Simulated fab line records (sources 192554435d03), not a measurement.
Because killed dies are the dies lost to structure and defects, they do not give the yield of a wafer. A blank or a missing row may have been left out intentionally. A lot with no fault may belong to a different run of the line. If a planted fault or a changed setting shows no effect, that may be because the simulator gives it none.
Which tool did it?	flow n5 finfet	route of 1938 steps, sampled at 1 step: 24 lots, 72 wafers

== WHAT EACH GAUGE READ, for each wafer ==
N5_BEOL_M4_THK_MEAS_01. Usual: for M4_ILD_THK the level is 78.7 nm and the standard deviation is 0.89.
lot	measured	on	M4_ILD_THK (nm)	flag
L074	day 8 00:46	film metro-02	78.6 78.3 80.0	
L075	day 8 13:31	film metro-02	79.1 78.8 80.2	
L077	day 8 18:38	film metro-01	78.3 80.7 81.4	
L076	day 8 20:28	film metro-02	78.7 77.9 79.0	
L078	day 9 01:06	film metro-01	78.3 78.8 78.3	
L079	day 9 03:02	film metro-02	78.2 78.1 79.4	
L080	day 9 05:38	film metro-01	78.2 77.7 79.3	
L081	day 9 17:23	film metro-01	78.4 78.7 79.9	
L083	day 9 18:59	film metro-02	78.7 79.8 78.8	
L082	day 10 08:46	film metro-02	76.8 77.9 78.6	
L084	day 10 21:02	film metro-02	78.3 81.3 80.5	
L085	day 10 23:52	film metro-01	78.6 79.4 78.0	
L086	day 11 03:36	film metro-02	77.7 79.3 79.1	
L087	day 11 10:46	film metro-02	78.7 79.8 78.9	
L089	day 11 11:22	film metro-01	77.8 77.5 79.6	
L088	day 11 14:14	film metro-01	78.1 77.9 79.4	
L090	day 11 17:34	film metro-01	77.1 78.8 79.0	
L092	day 12 01:05	film metro-02	77.7 77.4 78.2	
L091	day 12 15:50	film metro-02	77.1 78.4 78.4	
L094	day 12 20:38	film metro-01	77.9 78.2 78.5	
L093	day 12 23:41	film metro-02	78.3 80.3 79.8	
L095	day 13 02:57	film metro-02	78.4 77.7 79.1	
L096	day 13 13:26	film metro-02	77.4 77.1 77.9	
L097	day 13 23:33	film metro-01	77.3 78.8 78.4	

== TOOL THAT RAN EACH LOT (tool first, then ch and the chambers of the sampled wafers, then the start) ==
The record holds no process step before these readings.

== AS READ BY THE TOOLS THEMSELVES (means over the sampled wafers that have a number; for cases with no such wafer, the mark the record gives instead) ==
The record holds no such reading with a usual standard deviation.

== THE ANSWER, worked out from the rows above alone ==
Rule: a lot is off if the mean of its wafers that have a number lies more than 3 standard deviations from the usual mean. A lot without any number at a reading at which 4 lots or more have one is off too. All remaining lots with rows at the step are treated as sound. The gauges are gone through in route order, then the tools' own readings, and for those a lot's mean is taken as printed above. The first step at which some lot is off is used, and at that step the reading that is off furthest; a lot without a number counts as furthest.
Nothing can be told from this: no lot is off at any reading shown.

== WHAT THE SIMULATOR PUT IN ==
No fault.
